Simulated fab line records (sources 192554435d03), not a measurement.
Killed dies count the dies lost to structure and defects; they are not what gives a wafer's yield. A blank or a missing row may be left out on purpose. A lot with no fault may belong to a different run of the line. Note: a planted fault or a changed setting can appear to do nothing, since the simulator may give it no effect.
Matching of chambers | flow n5 finfet | N5_BEOL_M0_SAQP_STRIP_75 on rie diel-01 has 4 sister chambers
The step strips in CF4. 8 wafers are shown with their chamber, then 8 later ones without.

## EACH WAFER AND ITS CHAMBER
wafer  | chamber | showerhead plenum p Torr (Torr) | drypump motor current A (A)
L081.4 | 1       | 1.73                            | 5.8
L083.4 | 1       | 1.73                            | 5.8
L084.5 | 3       | 1.74                            | 4.7
L084.6 | 0       | 1.87                            | 5.8
L088.1 | 2       | 1.75                            | 5.0
L088.4 | 3       | 1.74                            | 4.7
L088.5 | 0       | 1.86                            | 5.7
L089.1 | 2       | 1.75                            | 4.9

## WAFERS WITH NO CHAMBER GIVEN
wafer  | showerhead plenum p Torr (Torr) | drypump motor current A (A)
L089.3 | 1.74                            | 4.7
L089.6 | 1.72                            | 5.7
L090.3 | 1.75                            | 5.0
L090.4 | 1.86                            | 5.7
L090.6 | 1.72                            | 5.7
L093.3 | 1.74                            | 4.7
L093.4 | 1.75                            | 5.0
L093.6 | 1.72                            | 5.8

## CHAMBER TAKEN BY EACH
wafer  | from the rows above | in truth
L089.3 | 3                   | 3
L089.6 | 1                   | 1
L090.3 | 2                   | 2
L090.4 | 0                   | 0
L090.6 | 1                   | 1
L093.3 | 3                   | 3
L093.4 | 2                   | 2
L093.6 | 1                   | 1
8 of 8 placed correctly. From these rows, 0 cannot be placed. Placed wrongly: 0.
How it was worked out, from the rows above alone: a wafer's distance from a chamber is the root of the sum, over the readings, of the square of ((its reading less the chamber's mean) divided by the reading's scatter). If the next closest chamber is less than 2 further off than the closest, the wafer can't be placed; otherwise it belongs to the closest. Each chamber's mean is taken over the wafers shown for it. The scatter: take each reading less its chamber's mean, square it, sum over the shown wafers, divide by the number of wafers less the number of chambers, and take the root.
